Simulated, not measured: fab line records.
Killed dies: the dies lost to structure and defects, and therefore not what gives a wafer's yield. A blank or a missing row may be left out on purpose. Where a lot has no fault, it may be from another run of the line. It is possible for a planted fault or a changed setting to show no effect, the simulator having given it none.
fab line records    flow n5Finfet
record: lots: 6  wafers: 18  lastDay: 17
route steps=1938 shown BEOL_M3@965 BEOL_M4@1111
lots that met no fault: taken from a fault-free run of the same line
startH: hours from the record's opening day to when the first of the lot's shown wafers began    waitH: time in hours since the lot's previous step    " identical to the entry in the row above    L1.1+2: a row that stands for several wafers    - no value, or no start given    * or withheld: withheld    < > ~ a bound
route shown NAME@n: names a module that has steps shown in the file, with the first one's number in the route    usual: mean/standard deviation taken from wafers without a fault    same: alike in all rows    chamber/n: place in a boat    sites: readings site by site    _std_site: the values' standard deviation    _edge_site: mean of outer sites minus mean of inner sites    radiusMm: for every site, how far away it sits from the centre of the wafer    mask NAME#n: copy n    behind: the most recent tool/chamber to have shaped the wafer    hold: what put the lot on hold/how long, in hours/how the hold closed    device: transistor that didn't switch, given as n, p or np    end of line: tests of these same wafers at the route's end    for a step that has no rows: nothing shown but its recipe    killed: the dies lost at the first sort to structure and to defects; this is not the yield of the wafer    map: a wafer's dies, x killed, . not, _ none there
set.NAME: the setting as run; set.NAME@STEP: as run at that earlier step    model.NAME: the simulator's own value behind a step, which no gauge read
lots at selected steps of the route; one table per step, one row per wafer
services: the hour from which a tool's chamber was out of use, counted from the record's first day as startH (under 0 if before that day), plus the number of hours and why
== steps ==
step: N5_BEOL_M3_DEVELOP_27
recipe: developTimeS: 30  developer: TMAH  resist: CAR-EUV  rinseLiquid: surfactantRinse  dry: airSpin  devTempC: 23
step: N5_BEOL_M3_CD_MEAS_28
recipe: targetCdNm: 25.7  landingEnergyEv: 500  detector: seInlens  targetCdYNm: 23.3  polarity: opening
usual: cdNm: 25.68/0.23
lot.wafer  tool      chamber  startH  waitH  cdNm
L493.2     cdSem-03  0        145.82  -      25.68
L493.3     "         0        "       "      25.51
L493.4     "         0        "       "      25.58
L495.1     cdSem-03  0        160.45  -      26.11
L495.2     "         0        "       "      25.42
L495.3     "         0        "       "      25.60
L504.3     cdSem-02  0        211.31  -      25.71
L504.5     "         0        "       "      25.82
L504.6     "         0        "       "      25.88
L507.4     cdSem-03  0        223.16  -      25.43
L507.5     "         0        "       "      25.64
L507.6     "         0        "       "      25.49
L514.1     cdSem-02  0        269.67  -      25.23
L514.4     "         0        "       "      25.59
L514.5     "         0        "       "      25.78
L516.1     cdSem-01  0        282.74  -      25.30
L516.2     "         0        "       "      25.32
L516.5     "         0        "       "      25.86
step: N5_BEOL_M3_OVL_MEAS_29
recipe: pointsPerWafer: 522
usual: V2_OVL: 0.2/0.77
lot.wafer  tool        chamber  startH  waitH  V2_OVL[nm]
L493.2     overlay-02  0        145.86  0.0    0.1
L493.3     "           0        "       "      0.4
L493.4     "           0        "       "      0.4
L495.1     overlay-01  0        160.48  0.0    0.4
L495.2     "           0        "       "      -1.2
L495.3     "           0        "       "      0.2
L504.3     overlay-02  0        211.36  0.0    0.9
L504.5     "           0        "       "      1.4
L504.6     "           0        "       "      1.3
L507.4     overlay-02  0        223.21  0.0    0.5
L507.5     "           0        "       "      0.7
L507.6     "           0        "       "      0.6
L514.1     overlay-01  0        269.70  0.0    -1.6
L514.4     "           0        "       "      1.0
L514.5     "           0        "       "      -2.0
L516.1     overlay-01  0        282.77  0.0    -0.2
L516.2     "           0        "       "      0.1
L516.5     "           0        "       "      0.0
step: N5_BEOL_M3_INSPECT_30
recipe: mode: adi  inspectInstrument: brightfield
usual: rawDefectCount: 424/79
lot.wafer  tool              chamber  startH  waitH  rawDefectCount
L493.2     defectInspect-01  -        145.91  0.0    404
L493.3     "                 -        "       "      323
L493.4     "                 -        "       "      498
L495.1     defectInspect-02  -        160.54  0.1    387
L495.2     "                 -        "       "      432
L495.3     "                 -        "       "      371
L504.3     defectInspect-02  -        211.41  0.0    442
L504.5     "                 -        "       "      383
L504.6     "                 -        "       "      450
L507.4     defectInspect-01  -        223.25  0.0    419
L507.5     "                 -        "       "      362
L507.6     "                 -        "       "      320
L514.1     defectInspect-01  -        269.76  0.1    408
L514.4     "                 -        "       "      529
L514.5     "                 -        "       "      414
L516.1     defectInspect-02  -        282.83  0.1    457
L516.2     "                 -        "       "      552
L516.5     "                 -        "       "      554
step: N5_BEOL_M3_DESCUM_33
recipe: chemistry: O2  timeS: 7  sourcePowerW: 50  biasPowerW: 20  pressureMtorr: 20  rfFrequencyHz: 2.712e+07  tempC: 40  resist: CAR-EUV  o2FlowSccm: 225
step: N5_BEOL_M3_ETCH_77
recipe: chemistry: N2/H2  target: underlayer  targetDepthA: 65  maskMaterial: CAR-EUV  timeS: 5.2  ionEnergyEv: 200  pressureMtorr: 30  sourceW: 840  biasW: 150  n2FlowSccm: 200  h2FlowSccm: 200  ends: cleared
usual: biasW: 150.0/0.44  drypumpMotorCurrentA: 5.6/0.5  etchRfOnTimeS: 5.22/0.095  oesProductAu: 0.66/0.07  rfVppV: 524.1/2.4  showerheadPlenumPTorr: 2.55/0.083  throttleValvePct: 17.86/0.28
lot.wafer  tool        chamber  startH  waitH  biasW  drypumpMotorCurrentA  etchRfOnTimeS  oesProductAu  rfHoursCounterH  rfVppV  showerheadPlenumPTorr  throttleValvePct
L493.2     rieDiel-06  1        145.98  0.0    150.7  5.3                   5.13           0.75          51               524.2   2.59                   17.93
L493.3     "           3        "       "      150.8  6.8                   5.12           0.78          25               523.8   2.59                   17.51
L493.4     "           0        "       "      149.0  5.5                   5.13           0.67          140              522.8   2.43                   18.00
L495.1     rieDiel-06  2        160.61  0.0    149.9  5.7                   5.29           0.64          131              522.1   2.45                   18.29
L495.2     "           1        "       "      149.5  5.3                   5.19           0.74          55               525.0   2.59                   17.92
L495.3     "           0        "       "      150.8  5.5                   5.16           0.67          144              520.8   2.43                   18.00
L504.3     rieDiel-05  3        211.48  0.0    149.7  5.4                   5.25           0.62          181              526.3   2.64                   17.80
L504.5     "           2        "       "      149.4  6.0                   5.27           0.58          -                521.8   2.50                   18.28
L504.6     "           3        "       "      149.5  5.4                   5.25           0.62          -                526.0   2.64                   17.75
L507.4     rieDiel-05  0        223.37  0.0    149.9  5.3                   5.26           0.63          -                523.3   2.53                   17.56
L507.5     "           3        "       "      149.7  5.4                   5.25           0.61          -                525.0   2.64                   17.78
L507.6     "           1        "       "      149.9  5.6                   5.03           0.81          -                527.6   2.71                   17.83
L514.1     rieDiel-06  1        269.83  0.0    150.1  5.3                   5.19           0.71          89               524.7   2.58                   17.99
L514.4     "           2        "       "      150.5  5.7                   5.33           0.60          169              520.0   2.44                   18.34
L514.5     "           3        "       "      150.9  6.8                   5.15           0.71          -                523.2   2.57                   17.60
L516.1     rieDiel-05  3        283.34  0.0    150.2  5.4                   5.24           0.61          202              525.1   2.63                   17.81
L516.2     "           0        "       "      150.6  5.3                   5.24           0.62          191              521.6   2.52                   17.61
L516.5     "           0        "       "      150.3  5.3                   5.28           0.62          -                523.2   2.52                   17.60
step: N5_BEOL_M3_ETCH_69
recipe: chemistry: CF4  target: SiARC  targetDepthA: 156  maskMaterial: CAR-EUV  timeS: 26  ionEnergyEv: 80  pressureMtorr: 40  sourceW: 545  biasW: 36  Ar_flow_sccm: 100  cf4FlowSccm: 100  ends: cleared
usual: biasW: 36.00/0.12  drypumpMotorCurrentA: 5.6/0.5  etchRfOnTimeS: 26.2/0.39  oesProductAu: 0.67/0.069  rfVppV: 184.1/1.1  showerheadPlenumPTorr: 2.15/0.065  throttleValvePct: 15.65/0.23
lot.wafer  tool        chamber  startH  waitH  biasW  drypumpMotorCurrentA  etchRfOnTimeS  oesProductAu  rfHoursCounterH  rfVppV  showerheadPlenumPTorr  throttleValvePct
L493.2     rieDiel-06  1        145.99  0.0    35.96  5.3                   25.7           0.76          51               184.1   2.18                   15.62
L493.3     "           3        "       "      35.99  6.8                   25.5           0.78          25               184.4   2.19                   15.36
L493.4     "           0        "       "      36.28  5.5                   25.8           0.66          140              183.7   2.06                   15.78
L495.1     rieDiel-06  2        160.63  0.0    36.16  5.7                   26.3           0.64          131              183.7   2.07                   15.95
L495.2     "           1        "       "      35.96  5.3                   25.8           0.75          55               184.9   2.18                   15.62
L495.3     "           0        "       "      36.28  5.5                   25.7           0.66          144              181.8   2.06                   15.81
L504.3     rieDiel-05  3        211.49  0.0    36.06  5.4                   26.2           0.63          181              184.7   2.22                   15.68
L504.5     "           2        "       "      36.08  6.0                   26.5           0.57          -                182.8   2.11                   15.97
L504.6     "           3        "       "      36.16  5.4                   26.6           0.62          -                184.2   2.22                   15.64
L507.4     rieDiel-05  0        223.41  0.0    36.04  5.3                   25.9           0.64          -                183.2   2.14                   15.47
L507.5     "           3        "       "      36.10  5.4                   26.1           0.62          -                184.8   2.22                   15.66
L507.6     "           1        "       "      36.08  5.6                   25.4           0.81          -                185.3   2.28                   15.57
L514.1     rieDiel-06  1        269.85  0.0    35.88  5.3                   26.3           0.71          89               184.3   2.17                   15.67
L514.4     "           2        "       "      35.99  5.7                   26.6           0.61          169              182.5   2.06                   16.03
L514.5     "           3        "       "      35.94  6.7                   26.0           0.71          -                185.5   2.18                   15.44
L516.1     rieDiel-05  3        283.35  0.0    35.91  5.4                   26.3           0.60          202              184.4   2.22                   15.69
L516.2     "           0        "       "      35.87  5.3                   26.1           0.62          191              182.4   2.13                   15.50
L516.5     "           0        "       "      35.89  5.3                   26.1           0.62          -                184.6   2.13                   15.51
step: N5_BEOL_M3_ALD_98
recipe: material: SiO2  targetThkA: 25  tempC: 100  aldPrecursorFamily: BDEAS  aldCoReactant: O2-plasma  pulseTimeS: 1  coReactantPulseTimeS: 1  purgeTimeS: 2  coReactantPurgeTimeS: 2  aldCycles: 17  pressureTorr: 2
usual: heaterPowerW: 78/7.6  precursorPulseHeightRel: 1.000/0.018
lot.wafer  tool       chamber  startH  waitH  heaterPowerW  precursorPulseHeightRel
L493.2     aldSin-03  3        146.08  0.1    77            1.019
L493.3     "          2        "       "      72            1.001
L493.4     "          1        "       "      71            0.973
L495.1     aldSin-03  1        160.71  0.1    70            1.038
L495.2     "          3        "       "      77            1.010
L495.3     "          2        "       "      73            1.003
L504.3     aldSin-03  0        211.58  0.1    79            1.001
L504.5     "          3        "       "      78            1.016
L504.6     "          0        "       "      80            0.990
L507.4     aldSin-04  2        223.46  0.0    79            0.992
L507.5     "          2        "       "      78            0.988
L507.6     "          1        "       "      76            1.020
L514.1     aldSin-04  1        270.00  0.1    77            0.981
L514.4     "          0        "       "      90            0.989
L514.5     "          2        "       "      78            0.991
L516.1     aldSin-01  2        283.50  0.1    87            0.971
L516.2     "          3        "       "      74            0.983
L516.5     "          3        "       "      74            0.956
step: N5_BEOL_M3_ETCHBACK_99
recipe: chemistry: CHF3  target: SiO2  targetDepthA: 50  timeS: 10.4  sourceW: 215  biasW: 47  Ar_flow_sccm: 200  CHF3_flow_sccm: 12  ionEnergyEv: 100  pressureMtorr: 30
usual: CHF3_flow_sccm: 12.00/0.041  biasW: 47.04/0.13  drypumpMotorCurrentA: 5.5/0.5  oes_ar_750_au: 0.78/0.08  oesProductAu: 0.78/0.086  rfVppV: 240.8/2.9  showerheadPlenumPTorr: 2.17/0.067  throttleValvePct: 17.10/0.21
lot.wafer  tool        chamber  startH  waitH  CHF3_flow_sccm  biasW  drypumpMotorCurrentA  oes_ar_750_au  oesProductAu  rfHoursCounterH  rfVppV  showerheadPlenumPTorr  throttleValvePct
L493.2     rieDiel-05  0        149.44  3.3    12.03           46.93  5.3                   0.77           0.77          148              236.6   2.17                   16.93
L493.3     "           1        "       "      12.06           46.95  5.6                   0.71           0.70          239              242.7   2.03                   17.46
L493.4     "           2        "       "      11.96           46.93  6.0                   0.69           0.69          227              239.6   2.12                   17.36
L495.1     rieDiel-03  3        164.61  3.9    11.93           47.02  5.1                   0.84           0.84          87               236.7   2.18                   16.96
L495.2     "           1        "       "      12.00           46.88  5.2                   0.72           0.71          197              237.9   2.23                   17.13
L495.3     "           0        "       "      12.05           47.05  5.3                   0.72           0.71          186              244.6   2.22                   17.07
L504.3     rieDiel-03  1        214.80  3.2    12.04           47.06  5.2                   0.71           0.70          212              240.4   2.23                   17.15
L504.5     "           1        "       "      12.04           47.08  5.2                   0.71           0.69          -                238.5   2.23                   17.14
L504.6     "           0        "       "      11.98           47.18  5.3                   0.71           0.69          -                246.9   2.22                   17.08
L507.4     rieDiel-03  2        229.59  6.1    11.99           47.12  4.8                   0.93           0.92          -                240.7   2.12                   16.60
L507.5     "           1        "       "      12.03           46.95  5.2                   0.71           0.68          -                239.4   2.22                   17.17
L507.6     "           0        "       "      12.05           46.97  5.3                   0.70           0.69          -                245.4   2.22                   17.11
L514.1     rieDiel-05  3        270.92  0.9    11.99           47.05  5.4                   0.71           0.72          198              240.3   2.23                   17.13
L514.4     "           0        "       "      12.02           47.18  5.3                   0.74           0.74          187              237.9   2.15                   16.97
L514.5     "           0        "       "      12.00           46.77  5.3                   0.74           0.74          -                237.6   2.15                   16.98
L516.1     rieDiel-06  3        287.08  3.5    11.91           47.16  6.8                   0.83           0.84          74               242.3   2.19                   16.95
L516.2     "           1        "       "      11.95           46.96  5.4                   0.82           0.83          94               243.1   2.18                   17.15
L516.5     "           3        "       "      11.99           47.13  6.8                   0.83           0.83          -                240.3   2.19                   16.95
step: N5_BEOL_M3_ETCH_70
recipe: chemistry: N2/H2  target: SOC  targetDepthA: 800  overetchA: 160  maskMaterial: SiARC  tempC: 40  timeS: 120  ionEnergyEv: 200  pressureMtorr: 30  sourceW: 840  biasW: 150  n2FlowSccm: 200  h2FlowSccm: 200
usual: biasW: 150.0/0.47  drypumpMotorCurrentA: 5.5/0.5  oesProductAu: 0.60/0.061  rfVppV: 524.3/2.2  showerheadPlenumPTorr: 2.56/0.082  throttleValvePct: 17.80/0.27
lot.wafer  tool        chamber  startH  waitH  biasW  drypumpMotorCurrentA  oesProductAu  rfHoursCounterH  rfVppV  showerheadPlenumPTorr  throttleValvePct
L493.2     rieDiel-05  0        149.47  0.0    149.7  5.3                   0.59          148              524.8   2.54                   17.47
L493.3     "           1        "       "      149.8  5.6                   0.53          239              521.8   2.40                   18.18
L493.4     "           2        "       "      149.6  6.0                   0.54          227              522.1   2.51                   18.21
L495.1     rieDiel-03  3        164.65  0.0    150.3  5.1                   0.65          87               524.7   2.57                   17.60
L495.2     "           1        "       "      150.9  5.2                   0.55          197              526.4   2.63                   17.83
L495.3     "           0        "       "      150.1  5.3                   0.55          186              524.7   2.64                   17.88
L504.3     rieDiel-03  1        214.84  0.0    149.9  5.2                   0.54          212              527.1   2.62                   17.88
L504.5     "           1        "       "      149.6  5.2                   0.54          -                526.2   2.62                   17.86
L504.6     "           0        "       "      149.6  5.3                   0.54          -                527.2   2.64                   17.90
L507.4     rieDiel-03  2        229.65  0.0    149.6  4.8                   0.70          -                523.4   2.49                   17.21
L507.5     "           1        "       "      149.7  5.2                   0.54          -                525.4   2.62                   17.89
L507.6     "           0        "       "      148.9  5.3                   0.53          -                526.6   2.63                   17.92
L514.1     rieDiel-05  3        270.96  0.0    150.3  5.4                   0.56          198              526.1   2.63                   17.78
L514.4     "           0        "       "      149.8  5.3                   0.57          187              524.4   2.53                   17.55
L514.5     "           0        "       "      150.1  5.3                   0.56          -                523.8   2.53                   17.52
L516.1     rieDiel-06  3        287.11  0.0    150.4  6.8                   0.64          74               525.0   2.57                   17.54
L516.2     "           1        "       "      150.4  5.3                   0.63          94               525.5   2.57                   17.95
L516.5     "           3        "       "      150.0  6.8                   0.63          -                526.4   2.57                   17.56
step: N5_BEOL_M3_STRIP_71
recipe: chemistry: N2/H2  tempC: 40  n2FlowSccm: 200  h2FlowSccm: 200  rfFrequencyHz: 6e+07
step: N5_BEOL_M3_STRIP_78
recipe: chemistry: N2/H2  tempC: 40  n2FlowSccm: 200  h2FlowSccm: 200  rfFrequencyHz: 6e+07
step: N5_BEOL_M3_VIA_ETCH_34
recipe: chemistry: C4F6/O2  targetDepthA: 694  maskMaterial: SOC  pressureMtorr: 15  ionEnergyEv: 250  taperDeg: 4  timeS: 65.9  sourceW: 350  biasW: 170  Ar_flow_sccm: 300  C4F6_flow_sccm: 10  O2_flow_sccm: 10
usual: biasW: 170.0/0.55  drypumpMotorCurrentA: 5.5/0.5  oes_ar_750_au: 0.78/0.081  oesProductAu: 0.78/0.086  rfVppV: 665/7.5  showerheadPlenumPTorr: 2.86/0.086  throttleValvePct: 30.80/0.23
lot.wafer  tool        chamber  startH  waitH  biasW  drypumpMotorCurrentA  oes_ar_750_au  oesProductAu  rfHoursCounterH  rfVppV  showerheadPlenumPTorr  throttleValvePct  model.etch.depthNm  model.SOC_of_BEOL_M3_COAT_67.thkNm
L493.2     rieDiel-05  0        149.57  0.0    169.8  5.3                   0.77           0.76          148              658     2.86                   30.58             68.21               52
L493.3     "           1        "       "      170.7  5.6                   0.71           0.70          239              667     2.69                   31.01             70.11               51.8
L493.4     "           2        "       "      170.4  6.0                   0.69           0.69          227              664     2.81                   31.10             68.73               52.4
L495.1     rieDiel-03  3        164.75  0.0    170.5  5.1                   0.85           0.84          87               655     2.88                   30.67             68.97               51.8
L495.2     "           1        "       "      170.2  5.2                   0.72           0.70          197              661     2.94                   30.78             66.66               52.2
L495.3     "           0        "       "      169.1  5.3                   0.72           0.70          186              679     2.93                   30.68             67.54               51.8
L504.3     rieDiel-03  1        214.94  0.0    169.9  5.2                   0.71           0.70          212              661     2.94                   30.75             67.01               52
L504.5     "           1        "       "      169.5  5.2                   0.71           0.91          -                661     2.94                   30.81             100.8               48.2
L504.6     "           0        "       "      169.0  5.4                   0.70           0.69          -                677     2.93                   30.70             67.85               52
L507.4     rieDiel-03  2        229.73  0.0    170.0  4.8                   0.92           0.92          -                663     2.80                   30.32             70                  51.8
L507.5     "           1        "       "      169.6  5.2                   0.70           0.91          -                663     2.93                   30.83             101.7               48.2
L507.6     "           0        "       "      170.1  5.3                   0.70           0.69          -                676     2.92                   30.70             68.05               52
L514.1     rieDiel-05  3        271.06  0.0    169.8  5.4                   0.72           0.72          198              664     2.94                   30.69             68.49               51.6
L514.4     "           0        "       "      170.5  5.3                   0.73           0.74          187              657     2.84                   30.62             68.78               51.8
L514.5     "           0        "       "      168.8  5.3                   0.73           0.74          -                656     2.84                   30.62             68.82               52
L516.1     rieDiel-06  3        287.21  0.0    170.0  6.8                   0.83           0.85          74               672     2.89                   30.66             70.9                51.8
L516.2     "           1        "       "      170.4  5.3                   0.82           0.83          94               672     2.87                   30.96             70.08               51.8
L516.5     "           3        "       "      170.3  6.8                   0.83           0.84          -                672     2.89                   30.64             70.6                51.8
step: N5_BEOL_M3_STRIP_83
recipe: chemistry: C4F6/O2  resist: SiARC  rfFrequencyHz: 6e+07
step: N5_BEOL_M4_RC_MEAS_101
usual: DIBL_N: 36.4/1.5  DIBL_P: 36.4/1.6  IOFF_N: 0.164/0.025  IOFF_P: 0.214/0.028  ION_N: 675/9.9  ION_P: 463/6.5  SS_N: 71.5/0.5  SS_P: 73.3/0.56  VT_N: 249.2/2.7  VT_P: -250.1/2.8
lot.wafer  tool       chamber  startH  waitH  DIBL_N[mV/V]  DIBL_P[mV/V]  IOFF_N[nA/um]  IOFF_P[nA/um]  ION_N[uA/um]  ION_P[uA/um]  SS_N[mV/dec]  SS_P[mV/dec]  VT_N[mV]  VT_P[mV]
L493.2     prober-02  0        164.35  0.2    36.9          36.0          0.149          0.180          663           449           71.6          73.3          247.9     -254.4
L493.3     "          0        "       "      37.6          36.7          0.156          0.191          674           452           71.2          73.5          250.3     -252.5
L493.4     "          0        "       "      37.0          36.4          0.146          0.184          677           463           71.7          72.6          250.0     -253.9
L495.1     prober-02  0        179.97  0.0    35.0          35.7          0.154          0.199          675           463           71.0          73.1          251.4     -251.7
L495.2     "          0        "       "      35.9          37.1          0.160          0.214          688           469           72.0          73.8          248.7     -252.6
L495.3     "          0        "       "      37.1          38.7          0.195          0.251          693           474           72.9          73.8          248.7     -251.0
L504.3     prober-01  0        234.86  0.3    34.8          34.8          0.153          0.226          673           463           71.3          72.4          249.2     -247.0
L504.5     "          0        "       "      37.3          37.1          0.208          0.282          698           485           72.0          73.0          243.0     -245.0
L504.6     "          0        "       "      35.2          35.3          0.155          0.229          670           466           71.4          72.8          251.8     -248.4
L507.4     prober-01  0        243.79  0.5    36.9          38.0          0.184          0.230          669           464           72.2          73.2          248.4     -245.9
L507.5     "          0        "       "      37.1          39.4          0.187          0.242          674           466           72.0          73.8          249.5     -247.6
L507.6     "          0        "       "      37.3          39.1          0.190          0.245          682           467           71.6          73.5          248.4     -248.2
L514.1     prober-02  0        291.48  0.0    35.6          35.2          0.155          0.181          667           458           72.2          73.3          249.0     -252.2
L514.4     "          0        "       "      35.3          35.7          0.161          0.185          686           469           71.6          72.5          249.0     -252.1
L514.5     "          0        "       "      33.9          32.8          0.131          0.148          667           453           71.3          72.8          250.3     -256.1
L516.1     prober-02  0        303.08  0.0    37.1          35.9          0.165          0.203          675           460           71.3          73.4          249.8     -249.2
L516.2     "          0        "       "      38.6          37.3          0.201          0.237          685           466           71.6          74.3          247.9     -247.4
L516.5     "          0        "       "      36.7          35.5          0.166          0.198          673           454           71.4          73.5          246.7     -250.3
== services ==
tool        chamber  startH  hours  kind
rieDiel-06  3        158.92  1.5    repair
rieDiel-03  2        161.17  -      clean
rieDiel-03  2        161.17  -      consumableReplace:focusRing
rieDiel-03  2        161.17  17.2   scheduledDown
aldSin-03   3        172.68  20.5   repair
aldSin-03   -        178.11  14.0   pm
rieDiel-05  1        189.36  -      clean
rieDiel-05  1        189.36  -      consumableReplace:focusRing
rieDiel-05  1        189.36  -      consumableReplace:showerhead
rieDiel-05  1        189.36  17.0   scheduledDown
rieDiel-05  1        189.36  17.0   ventCycle
rieDiel-03  2        208.36  12.5   repair
rieDiel-03  3        217.87  22.0   repair
rieDiel-05  2        219.60  -      clean
rieDiel-05  2        219.60  -      consumableReplace:focusRing
rieDiel-05  2        219.60  16.4   scheduledDown
rieDiel-05  2        219.60  16.4   ventCycle
aldSin-04   -        223.62  0.7    repair
rieDiel-05  3        240.96  8.6    repair
aldSin-03   -        254.01  0.5    repair
aldSin-01   -        261.74  0.3    repair
aldSin-01   -        268.25  14.0   pm
aldSin-03   -        280.74  1.5    repair
rieDiel-05  2        283.44  5.7    repair
== key ==
firstSign none at tools or gauges
modelEffect: step: N5_BEOL_M3_VIA_ETCH_34  value: etch.depthNm  without: 67.32  struck: 101.3
metAt N5_BEOL_M3_VIA_ETCH_34
struckWafers L504.5,L507.5
onsetBetween 164.75 214.94
fault: kind: processParameterDrift  tool: rieDiel-03  chamber: -  onsetH: 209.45  steps: N5_BEOL_M3_VIA_ETCH_34  channel: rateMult  offset: 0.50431  shape: step  endH: 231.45  scope: struckWafersOnly
